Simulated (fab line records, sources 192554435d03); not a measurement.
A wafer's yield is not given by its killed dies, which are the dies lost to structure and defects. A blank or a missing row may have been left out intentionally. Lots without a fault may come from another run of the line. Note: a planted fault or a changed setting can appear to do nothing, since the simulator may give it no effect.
Comparing a struck lot with a sound one + flow n5-finfet + 39 steps out of a route of 1938
Sound: these wafers, L184.3, L184.5, L184.6. The struck wafers were L172.1, L172.2, L172.6. Last of all comes the cause.
Order at every step that has rows: each side's tool, ch and its chambers, its first start. Under that, the readings that differ: sound wafers + struck wafers + difference of the means + sigmas: that difference in standard deviations of wafers without a fault.
alike: readings whose means differ by less than 2 such deviations, and words and numbers that are the same on both sides. not compared: withheld readings, readings that some wafer has no value for, bounds like >300 that may hide the same value, and numbers for which the record gives no deviation and whose values overlap.
A row with sigmas, a row that says differs or no value, or rows on one side alone: a step with any of these is where the two part. When numbers do not overlap yet have no deviation, they are printed without sigmas and do not part them. A reading that every wafer of one side lacks parts them only if that side has two wafers or more.

first, 11 steps without rows for these wafers: N5_MOL_CONTACT_COAG_DESCUM_13 (chemistry O2, time 7 s); N5_MOL_CONTACT_COAG_ETCH_59 (etches underlayer in N2/H2, target depth 13 nm, time 10.4 s); N5_MOL_CONTACT_COAG_ETCH_105 (etches SiARC in CF4, target depth 15.6 nm, time 26 s); N5_MOL_CONTACT_COAG_ETCH_106 (etches SOC in N2/H2, target depth 80 nm, overetch 16 nm, time 120 s); N5_MOL_CONTACT_COAG_STRIP_107 (strips in N2/H2); N5_MOL_CONTACT_COAG_STRIP_108 (strips in N2/H2); N5_MOL_CONTACT_COAG_CONTACT_ETCH_14 (etches SiO2 in C4F6/O2, target depth 27.5 nm, overetch 8.5 nm, time 20 s); N5_MOL_CONTACT_COAG_STRIP_109 (strips in C4F6/O2); N5_MOL_CONTACT_COAG_ETCH_15 (etches SiNx in CH3F/O2, stops on Si:P, target depth 7 nm); N5_MOL_CONTACT_COAG_ETCH_110 (etches Si in CF4/O2, target depth 2.5 nm, time 8 s); N5_MOL_CONTACT_COAG_STRIP_98 (strips in N2/H2).
N5_MOL_CONTACT_COAG_IMPLANT_129:
  sound on implanter-01 ch 0, day 10 00:08; struck on implanter-02 ch 0, day 6 22:29
| reading                          | sound                    | struck                        | difference | sigmas      |
|----------------------------------|--------------------------|-------------------------------|------------|-------------|
| beam-energy-keV                  | 3.0006 3.0000 2.9997     | 1.4633 1.4639 1.4638          | -1.5364    | -99 or more |
| end-station-pressure-torr (Torr) | 5.9e-06 6.24e-06 6.1e-06 | 1.109e-05 1.143e-05 1.163e-05 | +5.303e-06 | +18         |
| model.implant.rp-nm (nm)         | 6.05 6.05 6.05           | 4.144 4.144 4.144             | -1.906     |             |
| model.implant.drp-nm (nm)        | 2.134 2.134 2.134        | 1.383 1.383 1.383             | -0.751     |             |
then, 26 steps without rows for these wafers: N5_MOL_CONTACT_COAG_PRECLEAN_111 (cleans in NF3:NH3, afs cycles 1, time 20 s, sublimation time 60 s); N5_MOL_CONTACT_COAG_TI_SIL_19 (material Ti, target thk 4.2 nm, time 15 s); N5_MOL_CONTACT_COAG_ALD_20 (deposits TiN, target thk 1.5 nm, pulse time 1 s, purge time 3 s); N5_MOL_CONTACT_COAG_SIL_ANNEAL_21 (time 60 s); N5_MOL_CONTACT_COAG_PRE_CLEAN_141 (time 60 s); N5_MOL_CONTACT_COAG_SPUTTER_143 (material Co, target thk 2.5 nm); N5_MOL_CONTACT_COAG_CO_FILL_22 (material Co, precursor CCTBA/H2, target thk 20 nm); N5_MOL_CONTACT_COAG_ANNEAL_113 (time 300 s); N5_MOL_CONTACT_COAG_PRE_CLEAN_142 (time 60 s); N5_MOL_CONTACT_COAG_SPUTTER_130 (material Co, target thk 47.5 nm); N5_MOL_CONTACT_COAG_PRECLEAN_125 (cleans in DIW, time 57.5 s); N5_MOL_CONTACT_COAG_SRD_126 (dry time 32 s); N5_MOL_CONTACT_COAG_CMP_23 (polishes, stops on SiO2, t overpolish 1.5 s, target thk 0 nm); N5_MOL_CONTACT_COAG_WET_ETCH_26 (target Co, target depth 13 nm); N5_MOL_CONTACT_COAG_WET_ETCH_116 (etches the open film in SC1-inhibited, target depth 4.6 nm, rinse time 30 s); N5_MOL_CONTACT_COAG_ALD_27 (deposits SiOC, target thk 17 nm, pulse time 1.5 s, time 2720 s); N5_MOL_CONTACT_COAG_CMP_28 (polishes, stops on SiNx, t overpolish 0.85 s, target thk 14.522 nm); N5_MOL_CONTACT_COAG_ALD_123 (deposits SiNx, target thk 5 nm, pulse time 1 s, purge time 2 s); N5_MOL_CONTACT_COAG_PECVD_31 (deposits SiO2 from TEOS/O2, target thk 46 nm, time 8.9 s); N5_MOL_CONTACT_COAG_COAT_75 (time 60 s, resist thk 60 nm); N5_MOL_CONTACT_COAG_COAT_76 (time 60 s, resist thk 10 nm); N5_MOL_CONTACT_COAG_COAT_77 (time 60 s, resist thk 10 nm); N5_MOL_CONTACT_COAG_COAT_78 (resist thk 40 nm); N5_MOL_CONTACT_COAG_EBR_80; N5_MOL_CONTACT_COAG_SOFTBAKE_79 (time 60 s); N5_MOL_CONTACT_COAG_EXPOSE_81 (exposes mask VG, defocus 0 nm).
-- a jump in the record: the struck wafers' starts before and after are 4 days apart (it breaks off in module MOL_CONTACT_COAG and resumes in module BEOL_M4, where the first step shown is number 1111 of the route) --
N5_BEOL_M4_RC_MEAS_101:
  sound on prober-02 ch 0, day 14 06:32; struck on prober-01 ch 0, day 10 17:58
| reading             | sound          | struck         | difference | sigmas |
|---------------------|----------------|----------------|------------|--------|
| RC_DENSE_N (ohm.um) | 19.8 19.2 19.7 | 20.8 21.6 21.0 | +1.6       | +3     |
| RC_DENSE_P (ohm.um) | 24.7 23.7 24.3 | 26.3 27.0 26.3 | +2.3       | +3     |
| RC_N (ohm.um)       | 16.0 15.6 15.8 | 17.2 17.6 17.1 | +1.5       | +3     |
| RC_P (ohm.um)       | 19.9 19.3 19.9 | 21.2 21.9 21.5 | +1.8       | +3     |
  alike: DIBL_N, DIBL_P, IOFF_N, IOFF_P, ION_N, ION_P, SS_N, SS_P, VT_N, VT_P

WHERE THEY PART
First at N5_MOL_CONTACT_COAG_IMPLANT_129; last, within this record, at N5_BEOL_M4_RC_MEAS_101.

WHY: what had been put in by the simulator
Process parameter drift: implanter-02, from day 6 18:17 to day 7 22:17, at N5_MOL_CONTACT_COAG_IMPLANT_129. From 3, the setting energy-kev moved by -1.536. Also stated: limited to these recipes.
